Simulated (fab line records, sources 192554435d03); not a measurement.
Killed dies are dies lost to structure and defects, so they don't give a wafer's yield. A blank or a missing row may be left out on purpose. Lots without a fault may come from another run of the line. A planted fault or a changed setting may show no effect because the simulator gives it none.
Problem report in the 8D (eight disciplines) form, filled by code | flow n5_finfet | the parts of the form that need people (team, actions taken, sign-off) are left out

1. THE PROBLEM
COMB_M3 at N5_BEOL_M4_RC_MEAS_101 reads a mean of 7.8e-10 S/m on 4 wafers of 3 lots; wafers without a fault read 5.6e-11 S/m with a standard deviation of 1.2e-11. That is +61 standard deviations from the usual mean.
First seen on wafer L764.5, day 12 23:21, on prober-01. The record holds 26 wafers of 9 lots with a number at this step. Rule for "out", or "out of limits": more than 4 standard deviations from the usual mean. The other wafers with a number count as sound.

2. WHAT IT IS AND WHAT IT IS NOT
question                     | is                             | is not
which readings at this step  | COMB_M3, COMB_M3_max_site      | DIBL_P, ION_N, ION_P, SS_N
which lots                   | L764, L767, L768               | L758, L759, L760, L761, L765, L773
which wafers of those lots   | L764.5, L767.2, L767.5, L768.2 | L764.1, L764.3, L768.1, L768.3
read on which gauges         | prober-01, prober-02           | -
when                         | from day 12 23:21              | up to then (14 sound wafers); but 8 sound wafers of L765, L768, L773 came after
where on the wafer (9 sites) | all sites                      | -

3. SUSPECTS, AND WHAT RULES EACH OUT
Counting: a tool at a process step up to the reading stays a suspect if it ran every lot that is out. Sound lots after the first of them don't rule it out here, since some wafers of a struck lot are sound.
- the gauge at N5_BEOL_M4_RC_MEAS_101: ruled out. The wafers that are out were read on 2 gauges (prober-01, prober-02).
- ald_metal-01 at N5_BEOL_M3_ALD_84 (deposits TaN, pulse time 2 s, purge time 3 s, co reactant purge time 2 s): kept. It ran every lot that is out, first L767 (day 11 11:27); its last sound lot up to then is L761 (day 10 11:54).
Left after counting: ald_metal-01 at N5_BEOL_M3_ALD_84.

4. THE CAUSE (what the simulator had put in)
Process parameter drift: ald_metal-01, from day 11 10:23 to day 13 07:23, at N5_BEOL_M3_ALD_84. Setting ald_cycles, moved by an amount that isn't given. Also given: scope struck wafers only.
Counting left only this tool.

5. THE CHAIN OF EFFECTS, in route order
Each row: a reading whose mean over the struck wafers that have a number lies more than 3 standard deviations from the usual. Only readings for which the record gives a usual standard deviation are gone through. hours: the time from each lot's start at the first step in this table that gives one to its start at this step, as a median over the lots. sigmas: the change in usual standard deviations.
hours | step                    | reading              | usual       | on struck wafers | change   | sigmas
0     | N5_BEOL_M4_RC_MEAS_101  | COMB_M3              | 5.6e-11 S/m | 7.8e-10          | +7.3e-10 | +61
0     | N5_BEOL_M4_RC_MEAS_101  | COMB_M3_max_site     | 8e-11 S/m   | 1e-09            | +1e-09   | +57
0     | N5_BEOL_M4_RC_MEAS_101  | SERP_M3              | 195 ohm/um  | 146              | -48      | -3.7
0     | N5_BEOL_M4_RC_MEAS_101  | SERP_M3_max_site     | 206 ohm/um  | 152              | -54      | -3.6
105   | N5_PASSIVATION_PROBE_49 | defect_limited_yield | 91.3 %      | 58.0             | -33.3    | -24
105   | N5_PASSIVATION_PROBE_49 | killed_at_M0_to_M3   | 33          | 421              | +388     | +35
105   | N5_PASSIVATION_PROBE_49 | killed_dies          | 102         | 496              | +394     | +23
105   | N5_PASSIVATION_PROBE_49 | killed_on_rim        | 13          | 66               | +53      | +13
105   | N5_PASSIVATION_PROBE_49 | sort_bin_4_leakage   | 0.00 %      | 33.24            | +33.24   | +99 or more
105   | N5_PASSIVATION_PROBE_49 | sort_n_pass          | 1078        | 684              | -394     | -23
105   | N5_PASSIVATION_PROBE_49 | sort_yield_pct       | 91.3 %      | 58.0             | -33.3    | -24
The process steps in it:
- N5_PASSIVATION_PROBE_49

6. WHAT WOULD HAVE CAUGHT IT SOONER
In this record the first reading out of limits at a measuring or inspecting step was taken at day 12 23:21, 37 hours after the fault began at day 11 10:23.
Of the tool readings at N5_BEOL_M3_ALD_84 for which the record gives a usual standard deviation, none was out on any struck wafer, so an alarm limit of 4 standard deviations on them would not have fired.
All the lots that are out (3) had begun N5_BEOL_M3_ALD_84 on ald_metal-01 by day 12 23:21. A hold on the tool at that time would have spared none of them.
